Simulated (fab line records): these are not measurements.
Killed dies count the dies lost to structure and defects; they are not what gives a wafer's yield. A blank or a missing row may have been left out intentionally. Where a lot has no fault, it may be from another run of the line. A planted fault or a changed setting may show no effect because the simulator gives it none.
Which tool was responsible? ; flow nand-harc ; at 1 step of a route of 1302, 12 lots with 36 wafers sampled

== WHAT THE GAUGES SHOWED, per wafer ==
NHARC_A_SLIT_CD_MEAS_09: the cd target is 300 nm.
lot;measured;on;cd-nm (nm)
L075;day 19 21:51;cd-sem-02;300.5 299.7 299.7
L077;day 20 15:27;cd-sem-01;300.3 299.1 300.2
L079;day 21 18:32;cd-sem-03;300.0 299.8 300.3
L080;day 22 11:28;cd-sem-01;300.5 300.9 300.0
L084;day 23 19:43;cd-sem-03;300.4 300.1 299.7
L085;day 23 21:36;cd-sem-02;300.0 300.0 300.9
L086;day 24 12:20;cd-sem-03;299.6 300.5 300.0
L088;day 25 07:43;cd-sem-01;300.8 300.4 300.4
L091;day 26 10:24;cd-sem-03;299.0 300.9 299.0
L092;day 27 15:34;cd-sem-01;298.7 300.5 299.7
L095;day 28 07:44;cd-sem-03;299.0 299.0 300.1
L097;day 28 23:26;cd-sem-03;299.3 299.7 298.8

== WHAT TOOL EACH LOT RAN ON (gives the tool, then ch and the chambers of the sampled wafers, and finally the start) ==
The record holds no process step before these readings.

== THE ANSWER, worked out from the rows above alone ==
Rule: the usual values come from the lots themselves. Put in order of their means at a reading, lots are off if they are a third of the lots or fewer, leave a main group of 4 or more, and stand apart from it by a gap of 3 or more times the standard deviation of the main group's means; of several such gaps the widest counts. A main group whose means are all the same, to the digits that the tables above print for the reading, isn't used. Also off: a lot with no number at a reading for which 4 or more lots have one. Any other lot the step has rows for is counted as sound.
Nothing can be told from this: no lot is off at any reading shown.

== WHAT THE SIMULATOR PUT IN ==
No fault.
